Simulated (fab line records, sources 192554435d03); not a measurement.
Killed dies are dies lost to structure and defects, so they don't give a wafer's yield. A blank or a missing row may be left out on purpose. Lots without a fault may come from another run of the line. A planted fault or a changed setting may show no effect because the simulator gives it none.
Chamber matching | flow n5_finfet | N5_BEOL_M0_ETCH_109 on rie_diel-01: 4 sister chambers
The step etches SiCN in CH3F/O2, target depth 8 nm, overetch 2.4 nm, time 27.4 s. 20 wafers are shown with their chamber, then 10 later ones without.

WAFERS WITH THEIR CHAMBER
wafer  | chamber | showerhead_plenum_p_Torr (Torr) | oes_product_au (a.u.) | throttle_valve_pct (%)
L074.4 | 0       | 1.91                            | 0.62                  | 16.54
L074.5 | 0       | 1.91                            | 0.63                  | 16.54
L074.6 | 3       | 1.95                            | 0.79                  | 16.21
L075.2 | 3       | 1.95                            | 0.75                  | 16.22
L075.3 | 1       | 1.99                            | 0.60                  | 16.44
L075.4 | 2       | 1.96                            | 0.61                  | 16.47
L076.1 | 0       | 1.91                            | 0.63                  | 16.55
L076.3 | 1       | 1.99                            | 0.61                  | 16.44
L076.4 | 3       | 1.95                            | 0.77                  | 16.23
L078.1 | 2       | 1.96                            | 0.59                  | 16.47
L078.2 | 1       | 1.98                            | 0.61                  | 16.44
L078.4 | 0       | 1.90                            | 0.63                  | 16.56
L079.2 | 0       | 1.90                            | 0.61                  | 16.56
L079.3 | 3       | 1.95                            | 0.75                  | 16.23
L079.5 | 1       | 1.98                            | 0.60                  | 16.44
L081.2 | 0       | 1.90                            | 0.62                  | 16.58
L081.3 | 1       | 1.98                            | 0.60                  | 16.47
L081.5 | 3       | 1.95                            | 0.76                  | 16.27
L086.1 | 2       | 1.96                            | 0.80                  | 16.06
L086.3 | 0       | 1.90                            | 0.61                  | 16.61

SIGNATURES (means of the wafers above)
reading                  | chamber 0 | chamber 1 | chamber 2 | chamber 3 | scatter within a chamber
showerhead_plenum_p_Torr | 1.9043    | 1.9840    | 1.9600    | 1.9500    | 0.00427
oes_product_au           | 0.6214    | 0.6040    | 0.6667    | 0.7640    | 0.0423
throttle_valve_pct       | 16.5629   | 16.4460   | 16.3333   | 16.2320   | 0.0861
Rule: a wafer's distance from a chamber is the root of the sum, over the readings, of the square of ((its reading less the chamber's mean) divided by the reading's scatter). The wafer belongs to the nearest chamber; if the next one is less than 2 further off, it can't be placed. The scatter: the root of (the sum of the squares of (reading less its chamber's mean) over the shown wafers, divided by (wafers less chambers)).

WAFERS WITHOUT THEIR CHAMBER
wafer  | showerhead_plenum_p_Torr (Torr) | oes_product_au (a.u.) | throttle_valve_pct (%)
L086.4 | 1.94                            | 0.73                  | 16.26
L090.3 | 1.89                            | 0.59                  | 16.63
L090.5 | 1.90                            | 0.61                  | 16.62
L090.6 | 1.97                            | 0.59                  | 16.47
L095.1 | 1.94                            | 0.70                  | 16.32
L095.5 | 1.95                            | 0.77                  | 16.08
L095.6 | 1.97                            | 0.58                  | 16.52
L096.1 | 1.95                            | 0.74                  | 16.08
L096.2 | 1.94                            | 0.70                  | 16.33
L096.6 | 1.94                            | 0.71                  | 16.30

WHICH CHAMBER EACH WENT THROUGH
wafer  | from the rows above     | in truth
L086.4 | 3                       | 3
L090.3 | 0                       | 0
L090.5 | 0                       | 0
L090.6 | can't be placed: 1 or 2 | 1
L095.1 | can't be placed: 3 or 2 | 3
L095.5 | 3                       | 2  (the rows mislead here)
L095.6 | can't be placed: 1 or 2 | 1
L096.1 | 3                       | 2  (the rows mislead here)
L096.2 | can't be placed: 3 or 2 | 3
L096.6 | 3                       | 3
Placed correctly: 4 of 10. Can't be placed from these rows: 4 (the true chamber is among the candidates in 4). Placed wrongly: 2.
